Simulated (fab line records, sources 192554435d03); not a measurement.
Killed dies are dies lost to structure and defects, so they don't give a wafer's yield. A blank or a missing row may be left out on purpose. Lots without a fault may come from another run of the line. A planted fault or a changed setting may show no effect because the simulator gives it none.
One fault seen from 3 desks | flow n5_finfet | each desk has only its own numbers; what lay behind them comes last

THE DEFECT DESK
What the inspections along the route counted, lot by lot: means of the sampled wafers that have a number. A lot is out of limits, marked OUT, if its mean lies more than 4 standard deviations from the usual mean; the brackets give that distance.
Columns: A = raw_defect_count at N5_BEOL_M2_INSPECT_59, usual 79
lot  | first seen here | A
L578 | day 7 04:51     | 61
L577 | day 8 00:52     | 95
L581 | day 8 06:17     | 68
L588 | day 9 21:55     | 60
L593 | day 11 05:49    | 57
L599 | day 12 14:15    | 87
This desk's finding: nothing out of limits on any of the 6 lots.

THE TOOL OWNER'S DESK: pecvd-04
The tool's own readings at N5_BEOL_M3_ILD_DEP_00 (deposits SiOC from DEMS/O2, target thk 79 nm, time 15.3 s): means of the sampled wafers that have a number, for each lot that ran on this tool. A lot is out of limits, marked OUT, if its mean lies more than 4 standard deviations from the usual mean; the brackets give that distance.
Columns: A = heater_power_w at N5_BEOL_M3_ILD_DEP_00, usual 491 W; B = showerhead_plenum_p_Torr at N5_BEOL_M3_ILD_DEP_00, usual 5.694 Torr; C = susceptor_temp_C at N5_BEOL_M3_ILD_DEP_00, usual 349.98 C; D = throttle_valve_pct at N5_BEOL_M3_ILD_DEP_00, usual 12.2 %
lot  | first seen here | A   | B     | C      | D
L578 | day 7 04:53     | 507 | 5.676 | 349.89 | 12.4
L581 | day 8 06:19     | 528 | 5.682 | 349.91 | 12.4
L588 | day 9 21:57     | 488 | 5.674 | 349.98 | 12.6
This desk's finding: nothing out of limits on any of the 3 lots.

THE METROLOGY DESK
What the gauges read, lot by lot, whatever tool the lot ran on: means of the sampled wafers that have a number. A lot is out of limits, marked OUT, if its mean lies more than 4 standard deviations from the usual mean; the brackets give that distance. Of its 13 readings 7 are shown: the one that was out of limits first, and those that lie furthest out on some lot.
Columns: A = M2_RS at N5_BEOL_M2_RS_MEAS_58, usual 0.68 ohm/sq; B = M3_ILD_THK at N5_BEOL_M3_THK_MEAS_01, usual 78.7 nm; C = DIBL_P at N5_BEOL_M4_RC_MEAS_101, usual 37.1 mV/V; D = ION_N at N5_BEOL_M4_RC_MEAS_101, usual 673 uA/um; E = ION_P at N5_BEOL_M4_RC_MEAS_101, usual 462 uA/um; F = SS_P at N5_BEOL_M4_RC_MEAS_101, usual 73.6 mV/dec; G = VT_P at N5_BEOL_M4_RC_MEAS_101, usual -249.7 mV
lot  | first seen here | A    | B              | C    | D   | E   | F    | G
L578 | day 7 04:32     | 0.72 | 77.7           | 37.0 | 666 | 460 | 73.8 | -247.3
L577 | day 8 00:35     | 0.70 | 79.5           | 37.2 | 665 | 450 | 73.0 | -253.8
L581 | day 8 05:57     | 0.62 | 61.0 (-14) OUT | 37.3 | 685 | 465 | 74.1 | -251.5
L588 | day 9 21:37     | 0.66 | 60.8 (-14) OUT | 35.5 | 661 | 457 | 73.5 | -250.1
L593 | day 11 05:25    | 0.69 | 78.5           | 37.7 | 672 | 459 | 73.5 | -250.5
L599 | day 12 13:51    | 0.70 | 79.0           | 33.8 | 653 | 450 | 72.7 | -253.6
This desk's finding: out of limits on L581, L588; first on L581, day 8 06:23 (M3_ILD_THK at N5_BEOL_M3_THK_MEAS_01). In limits: L578, L577, L593, L599.

PUT TOGETHER
The metrology desk could have raised an alarm at day 8 06:23, on L581, L588.
The defect desk saw nothing out of limits.
The tool owner's desk saw nothing out of limits.
The defect desk has L581, L588 on record, within its limits.
The tool owner's desk has L581, L588 on record, within its limits.
Of the lots named, all ran N5_BEOL_M3_ILD_DEP_00 on pecvd-04.

WHAT THE SIMULATOR HAD PUT IN
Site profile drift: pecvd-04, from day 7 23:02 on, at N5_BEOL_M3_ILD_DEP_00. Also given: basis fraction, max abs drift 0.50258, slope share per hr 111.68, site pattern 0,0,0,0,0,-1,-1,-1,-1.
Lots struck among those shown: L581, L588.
Hours from the fault's start to each desk's first reading out of limits: the metrology desk, 7.
